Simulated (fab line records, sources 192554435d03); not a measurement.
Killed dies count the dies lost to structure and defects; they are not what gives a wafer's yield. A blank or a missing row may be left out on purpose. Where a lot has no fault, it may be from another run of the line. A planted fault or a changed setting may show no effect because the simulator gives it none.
Chamber matching + flow n5Finfet + N5_HKMG_FIN_ALD_75 on aldHk-03: 4 sister chambers
The step deposits Al2O3, target thk 1 nm, co reactant pulse time 1 s. 18 wafers are shown with their chamber, then 9 later ones without.

## WAFERS, EACH WITH ITS CHAMBER
| wafer  | chamber | heaterPowerOuterW (W) | heaterPowerW (W) | precursorPulseHeightRel |
|--------|---------|-----------------------|------------------|-------------------------|
| L077.3 | 1       | 75                    | 150              | 0.980                   |
| L077.4 | 0       | 87                    | 166              | 0.987                   |
| L077.5 | 1       | 75                    | 149              | 0.985                   |
| L078.1 | 3       | 90                    | 163              | 0.982                   |
| L078.2 | 0       | 83                    | 165              | 0.997                   |
| L078.4 | 1       | 75                    | 152              | 0.986                   |
| L083.2 | 0       | 87                    | 164              | 0.993                   |
| L083.3 | 2       | 81                    | 156              | 1.033                   |
| L083.4 | 3       | 89                    | 164              | 0.996                   |
| L086.1 | 0       | 88                    | 164              | 0.975                   |
| L086.3 | 1       | 77                    | 150              | 1.005                   |
| L086.5 | 2       | 83                    | 154              | 0.982                   |
| L088.1 | 2       | 80                    | 151              | 0.987                   |
| L088.3 | 3       | 89                    | 164              | 0.998                   |
| L088.4 | 0       | 88                    | 165              | 0.978                   |
| L089.1 | 3       | 90                    | 163              | 0.969                   |
| L089.2 | 0       | 87                    | 164              | 0.948                   |
| L089.6 | 3       | 89                    | 170              | 1.002                   |

SIGNATURES (means of the wafers above)
| reading                 | chamber 0 | chamber 1 | chamber 2 | chamber 3 | scatter within a chamber |
|-------------------------|-----------|-----------|-----------|-----------|--------------------------|
| heaterPowerOuterW       | 86.67     | 75.50     | 81.33     | 89.40     | 1.37                     |
| heaterPowerW            | 164.67    | 150.25    | 153.67    | 164.80    | 1.99                     |
| precursorPulseHeightRel | 0.97967   | 0.98900   | 1.00067   | 0.98940   | 0.0174                   |
Rule: for a wafer and a chamber, the distance is found by dividing, reading by reading, the gap between the wafer's reading and the chamber's mean by the reading's scatter, squaring, summing and taking the root. The wafer belongs to the nearest chamber; if the next one is less than 2 further off, it can't be placed. The scatter: the root of (the sum of the squares of (reading less its chamber's mean) over the shown wafers, divided by (wafers less chambers)).

## WAFERS MISSING THEIR CHAMBER
| wafer  | heaterPowerOuterW (W) | heaterPowerW (W) | precursorPulseHeightRel |
|--------|-----------------------|------------------|-------------------------|
| L093.1 | 89                    | 162              | 1.017                   |
| L093.2 | 89                    | 165              | 1.004                   |
| L093.5 | 74                    | 147              | 1.006                   |
| L094.1 | 88                    | 165              | 0.995                   |
| L094.3 | 81                    | 156              | 0.991                   |
| L094.5 | 89                    | 167              | 1.039                   |
| L097.2 | 89                    | 168              | 0.989                   |
| L097.3 | 91                    | 165              | 1.012                   |
| L097.5 | 91                    | 167              | 1.027                   |

## WHICH CHAMBER EACH ONE RAN IN
| wafer  | from the rows above     | in truth |
|--------|-------------------------|----------|
| L093.1 | can't be placed: 3 or 0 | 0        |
| L093.2 | can't be placed: 3 or 0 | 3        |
| L093.5 | 1                       | 1        |
| L094.1 | can't be placed: 3 or 0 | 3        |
| L094.3 | 2                       | 2        |
| L094.5 | can't be placed: 3 or 0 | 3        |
| L097.2 | can't be placed: 3 or 0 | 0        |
| L097.3 | can't be placed: 3 or 0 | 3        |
| L097.5 | can't be placed: 3 or 0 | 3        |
Correct placement for 2 of the 9. Cannot be placed on the basis of these rows: 7; the candidates contain the true chamber in 7. Placed wrongly: 0.
